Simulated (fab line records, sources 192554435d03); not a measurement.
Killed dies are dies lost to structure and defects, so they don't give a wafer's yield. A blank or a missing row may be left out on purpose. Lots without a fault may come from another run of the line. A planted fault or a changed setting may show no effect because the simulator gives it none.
fab line records | flow n5_finfet
record lots=24 wafers=72 last_day=20
route steps=1938 shown BEOL_M3@988 BEOL_M4@1035
lots that met no fault: from a run of the same line without faults
start_h: hours from the record's first day to the start of the lot's first wafer shown | wait_h: hours since the lot's step before | " the same as in the row above | L1.1+2: a row that stands for several wafers | - no value, or no start given | * or withheld: withheld | < > ~ a bound
route shown NAME@n: a module of which the file shows steps, and the number in the route of the first | usual: mean/standard deviation of fault-free wafers | same: alike in all rows | chamber/n: place in a boat | sites: the reading at each site | _std_site: their standard deviation | _edge_site: outer sites' mean less inner sites' | radius_mm: how far each site lies from the wafer's centre | mask NAME#n: copy n | behind: the tool/chamber that last shaped the wafer | hold: why the lot was held/for how many hours/how that ended | device: the transistor (n, p or np) that didn't switch | end of line: the same wafers' tests at the end of the route | a step without rows: its recipe alone | killed: dies lost to structure and defects at the first sort, not the wafer's yield | map: a wafer's dies, x killed, . not, _ none there
set.NAME: the setting as run; set.NAME@STEP: as run at that earlier step | model.NAME: the simulator's own value behind a step, which no gauge read
steps of the route over a sample of lots; a table a step, a row a wafer
services: from which hour (start_h, from the record's first day; less than 0 if before it) a tool's chamber was out of use, for how many hours, and why
## steps
# step N5_BEOL_M3_CD_MEAS_35
# recipe target_cd_nm=18 target_cd_y_nm=21 polarity=opening
# usual cd_nm=18.0/0.3
# columns lot.wafer tool chamber start_h wait_h cd_nm
L075.1 cd_sem-03 - 175.96 0.0 17.7
L075.5 " - " " 18.0
L075.6 " - " " 18.2
L074.2 cd_sem-01 - 180.82 0.0 18.3
L074.3 " - " " 17.9
L074.5 " - " " 18.3
L076.2 cd_sem-02 - 181.50 0.0 17.8
L076.3 " - " " 17.9
L076.5 " - " " 17.8
L077.4 cd_sem-03 - 189.37 0.0 17.7
L077.5 " - " " 17.6
L077.6 " - " " 17.9
L078.1 cd_sem-03 - 198.87 0.0 17.9
L078.2 " - " " 18.0
L078.6 " - " " 18.0
L079.3 cd_sem-02 - 202.23 0.0 18.4
L079.5 " - " " 18.5
L079.6 " - " " 18.1
L081.2 cd_sem-02 - 209.08 0.0 18.0
L081.5 " - " " 18.1
L081.6 " - " " 18.3
L080.3 cd_sem-01 - 209.09 0.0 18.6
L080.4 " - " " 18.3
L080.6 " - " " 18.9
L082.2 cd_sem-01 - 209.24 0.0 17.7
L082.4 " - " " 18.4
L082.5 " - " " 17.7
L083.2 cd_sem-02 - 225.32 0.0 17.7
L083.5 " - " " 18.0
L083.6 " - " " 18.2
L084.1 cd_sem-03 - 236.61 0.0 17.6
L084.3 " - " " 17.7
L084.4 " - " " 17.5
L085.1 cd_sem-02 - 244.68 0.0 18.2
L085.2 " - " " 18.1
L085.5 " - " " 17.9
L086.2 cd_sem-02 - 247.49 0.0 17.9
L086.4 " - " " 17.7
L086.6 " - " " 18.0
L087.2 cd_sem-03 - 248.20 0.0 18.4
L087.5 " - " " 18.0
L087.6 " - " " 18.4
L088.1 cd_sem-01 - 279.44 0.0 18.1
L088.2 " - " " 18.0
L088.4 " - " " 17.7
L089.1 cd_sem-01 - 287.08 0.0 18.0
L089.2 " - " " 18.0
L089.6 " - " " 18.0
L092.3 cd_sem-02 - 302.68 0.0 17.7
L092.4 " - " " 17.6
L092.5 " - " " 17.7
L090.2 cd_sem-01 - 302.86 0.0 17.8
L090.4 " - " " 17.8
L090.6 " - " " 17.8
L093.1 cd_sem-02 - 307.41 0.0 17.7
L093.2 " - " " 18.2
L093.5 " - " " 18.2
L094.2 cd_sem-02 - 308.32 0.0 18.1
L094.3 " - " " 18.3
L094.5 " - " " 18.1
L091.2 cd_sem-03 - 310.85 0.0 18.1
L091.4 " - " " 18.5
L091.6 " - " " 18.0
L095.1 cd_sem-02 - 311.86 0.0 18.0
L095.4 " - " " 18.4
L095.5 " - " " 18.1
L097.1 cd_sem-02 - 315.93 0.0 17.7
L097.4 " - " " 17.8
L097.6 " - " " 17.9
L096.1 cd_sem-02 - 320.02 0.0 18.1
L096.4 " - " " 18.2
L096.6 " - " " 17.4
# step N5_BEOL_M3_SPUTTER_79
# recipe material=Cu target_thk_a=45 temp_c=-20 chamber_pressure_pa=0.07 power_w=withheld time_s=8.29
# usual throttle_valve_pct=30.4/1.4
# columns lot.wafer tool chamber start_h wait_h throttle_valve_pct
L075.1 pvd_sputter-03 - 176.96 0.1 32.4
L075.5 " - " " 32.4
L075.6 " - " " 29.3
L074.2 pvd_sputter-03 - 181.82 0.1 30.8
L074.3 " - " " 29.8
L074.5 " - " " 30.0
L076.2 pvd_sputter-03 - 183.94 0.1 29.3
L076.3 " - " " 30.0
L076.5 " - " " 32.3
L077.4 pvd_sputter-01 - 190.87 0.1 29.9
L077.5 " - " " 29.2
L077.6 " - " " 32.9
L078.1 pvd_sputter-02 - 200.31 0.1 29.5
L078.2 " - " " 29.2
L078.6 " - " " 29.5
L079.3 pvd_sputter-03 - 205.06 0.1 30.9
L079.5 " - " " 31.1
L079.6 " - " " 32.3
L081.2 pvd_sputter-03 - 210.22 0.1 32.5
L081.5 " - " " 29.5
L081.6 " - " " 30.0
L080.3 pvd_sputter-02 - 210.26 0.1 29.4
L080.4 " - " " 29.3
L080.6 " - " " 32.3
L082.2 pvd_sputter-03 - 212.06 0.1 30.0
L082.4 " - " " 29.3
L082.5 " - " " 31.1
L083.2 pvd_sputter-01 - 226.81 0.1 28.4
L083.5 " - " " 32.6
L083.6 " - " " 29.8
L084.1 pvd_sputter-03 - 239.22 0.1 31.0
L084.3 " - " " 32.3
L084.4 " - " " 29.5
L085.1 pvd_sputter-03 - 246.04 0.1 32.4
L085.2 " - " " 30.9
L085.5 " - " " 29.2
L086.2 pvd_sputter-01 - 248.71 0.1 29.8
L086.4 " - " " 29.3
L086.6 " - " " 28.6
L087.2 pvd_sputter-02 - 250.62 0.1 32.5
L087.5 " - " " 29.4
L087.6 " - " " 32.7
L088.1 pvd_sputter-02 - 280.67 0.1 29.4
L088.2 " - " " 29.6
L088.4 " - " " 32.7
L089.1 pvd_sputter-01 - 288.28 0.1 29.2
L089.2 " - " " 28.5
L089.6 " - " " 29.9
L092.3 pvd_sputter-01 - 304.00 0.1 28.3
L092.4 " - " " 29.9
L092.5 " - " " 28.3
L090.2 pvd_sputter-02 - 304.18 0.1 29.4
L090.4 " - " " 28.9
L090.6 " - " " 32.2
L093.1 pvd_sputter-03 - 308.77 0.1 29.5
L093.2 " - " " 29.9
L093.5 " - " " 32.6
L094.2 pvd_sputter-03 - 310.61 0.1 29.3
L094.3 " - " " 30.8
L094.5 " - " " 32.6
L091.2 pvd_sputter-01 - 312.52 0.1 28.5
L091.4 " - " " 29.3
L091.6 " - " " 29.9
L095.1 pvd_sputter-02 - 313.18 0.1 29.3
L095.4 " - " " 29.4
L095.5 " - " " 32.6
L097.1 pvd_sputter-02 - 317.50 0.1 29.0
L097.4 " - " " 32.4
L097.6 " - " " 29.6
L096.1 pvd_sputter-01 - 322.58 0.1 29.8
L096.4 " - " " 28.6
L096.6 " - " " 29.2
# step N5_BEOL_M3_ANNEAL_93
# recipe temp_c=400 time_s=240 ambient=vacuum
# usual heater_power_w=783/110
# columns lot.wafer tool chamber start_h wait_h heater_power_w
L075.1 pvd_sputter-03 - 178.14 0.0 1037
L075.5 " - " " 1001
L075.6 " - " " 702
L074.2 pvd_sputter-03 - 183.00 0.0 619
L074.3 " - " " 792
L074.5 " - " " 796
L076.2 pvd_sputter-03 - 185.12 0.0 695
L076.3 " - " " 791
L076.5 " - " " 987
L077.4 pvd_sputter-01 - 192.05 0.0 765
L077.5 " - " " 731
L077.6 " - " " 874
L078.1 pvd_sputter-02 - 201.49 0.0 801
L078.2 " - " " 882
L078.6 " - " " 876
L079.3 pvd_sputter-03 - 206.24 0.0 632
L079.5 " - " " 613
L079.6 " - " " 1001
L081.2 pvd_sputter-03 - 211.40 0.0 1022
L081.5 " - " " 696
L081.6 " - " " 775
L080.3 pvd_sputter-02 - 211.44 0.0 791
L080.4 " - " " 769
L080.6 " - " " 708
L082.2 pvd_sputter-03 - 213.24 0.0 753
L082.4 " - " " 696
L082.5 " - " " 621
L083.2 pvd_sputter-01 - 227.99 0.0 746
L083.5 " - " " 869
L083.6 " - " " 756
L084.1 pvd_sputter-03 - 240.40 0.0 614
L084.3 " - " " 1030
L084.4 " - " " 699
L085.1 pvd_sputter-03 - 247.26 0.0 1022
L085.2 " - " " 638
L085.5 " - " " 699
L086.2 pvd_sputter-01 - 249.89 0.0 778
L086.4 " - " " 705
L086.6 " - " " 739
L087.2 pvd_sputter-02 - 254.87 0.0 701
L087.5 " - " " 799
L087.6 " - " " 707
L088.1 pvd_sputter-02 - 281.85 0.0 756
L088.2 " - " " 785
L088.4 " - " " 711
L089.1 pvd_sputter-01 - 289.46 0.0 725
L089.2 " - " " 760
L089.6 " - " " 762
L092.3 pvd_sputter-01 - 305.18 0.0 771
L092.4 " - " " 794
L092.5 " - " " 727
L090.2 pvd_sputter-02 - 305.36 0.0 803
L090.4 " - " " 885
L090.6 " - " " 706
L093.1 pvd_sputter-03 - 309.95 0.0 712
L093.2 " - " " 761
L093.5 " - " " 1005
L094.2 pvd_sputter-03 - 311.79 0.0 700
L094.3 " - " " 632
L094.5 " - " " 1029
L091.2 pvd_sputter-01 - 313.70 0.0 763
L091.4 " - " " 735
L091.6 " - " " 772
L095.1 pvd_sputter-02 - 314.36 0.0 867
L095.4 " - " " 790
L095.5 " - " " 719
L097.1 pvd_sputter-02 - 318.68 0.0 768
L097.4 " - " " 710
L097.6 " - " " 793
L096.1 pvd_sputter-01 - 323.76 0.0 792
L096.4 " - " " 750
L096.6 " - " " 706
# step N5_BEOL_M3_ANNEAL_95
# recipe temp_c=400 time_s=240 ambient=vacuum
# usual heater_power_w=783/110
# columns lot.wafer tool chamber start_h wait_h heater_power_w
L075.1 pvd_sputter-03 - 178.36 0.0 1004
L075.5 " - " " 1033
L075.6 " - " " 692
L074.2 pvd_sputter-03 - 183.22 0.0 611
L074.3 " - " " 771
L074.5 " - " " 779
L076.2 pvd_sputter-03 - 185.34 0.0 696
L076.3 " - " " 802
L076.5 " - " " 1013
L077.4 pvd_sputter-01 - 192.27 0.0 777
L077.5 " - " " 708
L077.6 " - " " 872
L078.1 pvd_sputter-02 - 201.71 0.0 774
L078.2 " - " " 884
L078.6 " - " " 890
L079.3 pvd_sputter-03 - 206.46 0.0 611
L079.5 " - " " 632
L079.6 " - " " 1032
L081.2 pvd_sputter-03 - 211.62 0.0 998
L081.5 " - " " 711
L081.6 " - " " 800
L080.3 pvd_sputter-02 - 211.66 0.0 801
L080.4 " - " " 762
L080.6 " - " " 719
L082.2 pvd_sputter-03 - 213.46 0.0 776
L082.4 " - " " 695
L082.5 " - " " 624
L083.2 pvd_sputter-01 - 228.21 0.0 746
L083.5 " - " " 889
L083.6 " - " " 773
L084.1 pvd_sputter-03 - 240.62 0.0 633
L084.3 " - " " 1023
L084.4 " - " " 692
L085.1 pvd_sputter-03 - 247.48 0.0 1015
L085.2 " - " " 627
L085.5 " - " " 703
L086.2 pvd_sputter-01 - 250.11 0.0 778
L086.4 " - " " 695
L086.6 " - " " 742
L087.2 pvd_sputter-02 - 255.09 0.0 727
L087.5 " - " " 798
L087.6 " - " " 705
L088.1 pvd_sputter-02 - 282.07 0.0 756
L088.2 " - " " 806
L088.4 " - " " 702
L089.1 pvd_sputter-01 - 289.68 0.0 720
L089.2 " - " " 739
L089.6 " - " " 759
L092.3 pvd_sputter-01 - 305.40 0.0 740
L092.4 " - " " 756
L092.5 " - " " 747
L090.2 pvd_sputter-02 - 305.58 0.0 802
L090.4 " - " " 849
L090.6 " - " " 719
L093.1 pvd_sputter-03 - 310.17 0.0 694
L093.2 " - " " 797
L093.5 " - " " 1050
L094.2 pvd_sputter-03 - 312.01 0.0 709
L094.3 " - " " 619
L094.5 " - " " 1003
L091.2 pvd_sputter-01 - 313.92 0.0 741
L091.4 " - " " 716
L091.6 " - " " 801
L095.1 pvd_sputter-02 - 314.58 0.0 865
L095.4 " - " " 796
L095.5 " - " " 724
L097.1 pvd_sputter-02 - 318.90 0.0 747
L097.4 " - " " 735
L097.6 " - " " 778
L096.1 pvd_sputter-01 - 323.98 0.0 764
L096.4 " - " " 759
L096.6 " - " " 712
# step N5_BEOL_M4_OVL_MEAS_12
# recipe points_per_wafer=522
# usual M4_OVL=-0.2/0.64
# columns lot.wafer tool chamber start_h wait_h M4_OVL[nm]
L075.1 overlay-01 0 180.96 0.0 0.0
L075.5 " 0 " " 0.1
L075.6 " 0 " " 0.5
L074.2 overlay-01 0 185.80 0.0 0.7
L074.3 " 0 " " 0.1
L074.5 " 0 " " -0.7
L076.2 overlay-01 0 189.90 0.0 -0.4
L076.3 " 0 " " 0.6
L076.5 " 0 " " -0.2
L077.4 overlay-01 0 196.34 0.0 -0.7
L077.5 " 0 " " 1.1
L077.6 " 0 " " 0.4
L078.1 overlay-01 0 206.93 0.0 -0.6
L078.2 " 0 " " 0.1
L078.6 " 0 " " 0.4
L079.3 overlay-02 0 209.56 0.0 -0.9
L079.5 " 0 " " -0.5
L079.6 " 0 " " -0.5
L081.2 overlay-01 0 214.32 0.0 0.1
L081.5 " 0 " " 0.4
L081.6 " 0 " " -0.8
L080.3 overlay-02 0 214.49 0.0 -0.3
L080.4 " 0 " " 0.5
L080.6 " 0 " " 0.4
L082.2 overlay-01 0 217.45 0.0 -2.1
L082.4 " 0 " " -1.7
L082.5 " 0 " " -0.1
L083.2 overlay-02 0 230.63 0.0 0.3
L083.5 " 0 " " -1.3
L083.6 " 0 " " -0.2
L084.1 overlay-02 0 242.71 0.0 -0.5
L084.3 " 0 " " -0.6
L084.4 " 0 " " -1.5
L085.1 overlay-02 0 251.26 0.0 -1.0
L085.2 " 0 " " -0.5
L085.5 " 0 " " -0.5
L086.2 overlay-02 0 251.98 0.0 -0.4
L086.4 " 0 " " -0.2
L086.6 " 0 " " -1.1
L087.2 overlay-01 0 258.54 0.0 0.9
L087.5 " 0 " " 0.3
L087.6 " 0 " " -0.4
L088.1 overlay-01 0 284.45 0.0 -0.3
L088.2 " 0 " " 0.3
L088.4 " 0 " " 0.6
L089.1 overlay-02 0 292.14 0.0 -0.5
L089.2 " 0 " " -0.6
L089.6 " 0 " " -1.1
L092.3 overlay-02 0 308.18 0.0 0.5
L092.4 " 0 " " -0.5
L092.5 " 0 " " 0.1
L090.2 overlay-02 0 308.40 0.0 -0.1
L090.4 " 0 " " -1.3
L090.6 " 0 " " -1.0
L093.1 overlay-01 0 312.51 0.0 0.4
L093.2 " 0 " " -0.9
L093.5 " 0 " " 0.6
L094.2 overlay-02 0 315.63 0.0 -0.8
L094.3 " 0 " " -0.1
L094.5 " 0 " " 1.0
L091.2 overlay-02 0 316.54 0.0 0.2
L091.4 " 0 " " 0.1
L091.6 " 0 " " -0.2
L095.1 overlay-01 0 316.80 0.0 -0.7
L095.4 " 0 " " -0.1
L095.5 " 0 " " -0.3
L097.1 overlay-01 0 322.88 0.0 -0.6
L097.4 " 0 " " -0.3
L097.6 " 0 " " 0.4
L096.1 overlay-01 0 326.55 0.0 0.6
L096.4 " 0 " " -1.1
L096.6 " 0 " " 0.5
# step N5_BEOL_M4_STRIP_19
# recipe chemistry=O2 power_w=400 temp_c=40 pressure_mtorr=30 rf_frequency_hz=6e+07 bias_power_w=0 overash_fraction=0.2 o2_flow_sccm=225
# usual drypump_motor_current_A=5.53/0.24 oes_product_au=0.78/0.076 rf_vpp_V=3.6/0.52 showerhead_plenum_p_Torr=2.10/0.065 throttle_valve_pct=16.66/0.23
# columns lot.wafer tool chamber start_h wait_h drypump_motor_current_A oes_product_au rf_hours_counter_h rf_vpp_V showerhead_plenum_p_Torr throttle_valve_pct
L075.1 rie_diel-03 0 181.75 0.1 5.48 0.74 166 3.1 2.10 16.69
L075.5 " 3 " " 5.25 0.87 - 3.9 2.13 16.86
L075.6 " 2 " " 5.60 0.75 - 3.6 1.92 16.67
L074.2 rie_diel-03 1 186.25 0.1 5.46 0.89 44 3.4 2.13 16.23
L074.3 " 0 " " 5.44 0.73 167 4.0 2.10 16.70
L074.5 " 2 " " 5.59 0.75 - 3.0 1.92 16.67
L076.2 rie_diel-06 0 190.37 0.1 5.53 0.74 184 4.3 2.00 16.87
L076.3 " 1 " " 5.89 0.79 90 3.5 2.11 16.20
L076.5 " 0 " " 5.53 0.74 - 4.3 2.00 16.87
L077.4 rie_diel-06 3 196.78 0.1 5.33 0.79 132 3.0 2.11 16.79
L077.5 " 0 " " 5.53 0.73 - 3.1 2.00 16.88
L077.6 " 1 " " 5.85 0.80 - 3.9 2.11 16.23
L078.1 rie_diel-05 3 207.69 0.3 5.59 0.89 44 3.5 2.14 16.52
L078.2 " 0 " " 5.13 0.73 178 3.1 2.18 17.01
L078.6 " 0 " " 5.13 0.74 - 4.1 2.18 17.00
L079.3 rie_diel-06 3 210.03 0.1 5.34 0.78 138 3.7 2.11 16.81
L079.5 " 2 " " 5.26 0.72 - 4.1 2.08 16.52
L079.6 " 1 " " 5.85 0.79 - 3.3 2.11 16.21
L081.2 rie_diel-05 2 214.95 0.2 5.92 0.71 211 4.3 2.08 16.61
L081.5 " 1 " " 5.55 0.94 - 5.1 2.15 16.54
L081.6 " 2 " " 5.91 0.70 - 3.3 2.08 16.60
L080.3 rie_diel-05 3 215.14 0.1 5.59 0.87 46 3.0 2.14 16.51
L080.4 " 2 " " 5.92 0.70 212 3.7 2.08 16.61
L080.6 " 0 " " 5.13 0.74 - 3.3 2.17 17.02
L082.2 rie_diel-05 2 217.90 0.1 5.92 0.70 213 3.8 2.08 16.59
L082.4 " 1 " " 5.56 0.94 12 3.2 2.15 16.55
L082.5 " 0 " " 5.12 0.73 - 2.7 2.17 17.02
L083.2 rie_diel-05 0 231.09 0.1 5.11 0.73 186 3.5 2.17 17.03
L083.5 " 3 " " 5.61 0.87 - 4.0 2.14 16.54
L083.6 " 0 " " 5.12 0.72 - 2.5 2.17 17.02
L084.1 rie_diel-05 2 243.24 0.2 5.92 0.69 219 3.2 2.07 16.62
L084.3 " 0 " " 5.09 0.72 188 3.7 2.17 17.04
L084.4 " 1 " " 5.57 0.91 18 3.4 2.15 16.54
L085.1 rie_diel-03 3 251.81 0.1 5.23 0.84 71 3.6 2.13 16.93
L085.2 " 2 " " 5.61 0.73 170 3.6 1.91 16.71
L085.5 " 1 " " 5.46 0.85 - 3.6 2.12 16.28
L086.2 rie_diel-03 3 252.43 0.1 5.25 0.84 71 4.3 2.13 16.92
L086.4 " 2 " " 5.60 0.74 170 4.0 1.91 16.71
L086.6 " 0 " " 5.46 0.71 - 3.7 2.09 16.74
L087.2 rie_diel-05 1 259.45 0.1 5.55 0.90 24 3.4 2.15 16.57
L087.5 " 2 " " 5.93 0.69 - 4.0 2.07 16.62
L087.6 " 3 " " 5.59 0.87 - 3.9 2.13 16.55
L088.1 rie_diel-05 3 285.32 0.2 5.60 0.86 68 3.1 2.13 16.56
L088.2 " 0 " " 5.12 0.72 202 3.0 2.17 17.06
L088.4 " 1 " " 5.53 0.89 33 4.2 2.14 16.59
L089.1 rie_diel-06 0 292.59 0.1 5.50 0.71 223 3.9 1.98 16.94
L089.2 " 1 " " 5.87 0.76 126 4.4 2.10 16.28
L089.6 " 0 " " 5.53 0.71 - 3.4 1.98 16.92
L092.3 rie_diel-06 2 308.64 0.1 5.24 0.70 231 3.4 2.07 16.58
L092.4 " 2 " " 5.25 0.69 - 3.5 2.07 16.58
L092.5 " 1 " " 5.89 0.76 - 4.1 2.10 16.29
L090.2 rie_diel-05 2 309.33 0.2 5.90 0.69 243 3.1 2.07 16.66
L090.4 " 2 " " 5.88 0.69 - 4.0 2.07 16.65
L090.6 " 3 " " 5.61 0.85 - 3.6 2.13 16.58
L093.1 rie_diel-03 0 313.65 0.1 5.45 0.69 208 4.1 2.08 16.77
L093.2 " 2 " " 5.61 0.71 190 4.7 1.90 16.73
L093.5 " 0 " " 5.45 0.70 - 4.9 2.08 16.76
L094.2 rie_diel-05 1 316.11 0.1 5.53 0.88 45 3.1 2.14 16.63
L094.3 " 3 " " 5.62 0.85 80 3.5 2.13 16.58
L094.5 " 3 " " 5.60 0.85 - 3.8 2.12 16.58
L091.2 rie_diel-05 3 317.14 0.1 5.60 0.84 81 3.1 2.12 16.60
L091.4 " 2 " " 5.94 0.69 - 3.9 2.07 16.66
L091.6 " 3 " " 5.61 0.84 - 3.6 2.12 16.59
L095.1 rie_diel-03 3 317.69 0.2 5.31 0.81 93 2.9 2.12 16.95
L095.4 " 3 " " 5.27 0.81 - 3.6 2.12 16.96
L095.5 " 1 " " 5.43 0.82 - 2.8 2.11 16.31
L097.1 rie_diel-06 0 323.44 0.2 5.55 0.70 238 3.4 1.98 16.97
L097.4 " 2 " " 5.28 0.70 235 3.7 2.07 16.56
L097.6 " 2 " " 5.25 0.69 - 3.1 2.07 16.57
L096.1 rie_diel-05 3 327.31 0.2 5.59 0.84 83 3.8 2.12 16.58
L096.4 " 2 " " 5.92 0.68 249 3.5 2.07 16.67
L096.6 " 3 " " 5.60 0.84 - 3.8 2.12 16.59
## services
# columns tool chamber start_h hours kind
rie_diel-05 1 166.89 - clean
rie_diel-05 1 166.89 - consumable_replace:focus_ring
rie_diel-05 2 191.71 1.3 repair
rie_diel-06 2 285.04 20.5 repair
rie_diel-03 1 290.99 9.8 repair
rie_diel-05 0 297.70 19.9 repair
rie_diel-06 0 300.01 1.3 repair
rie_diel-06 3 303.75 16.3 repair
rie_diel-06 2 311.68 4.3 repair
rie_diel-06 - 315.30 0.9 repair
## key
fault none
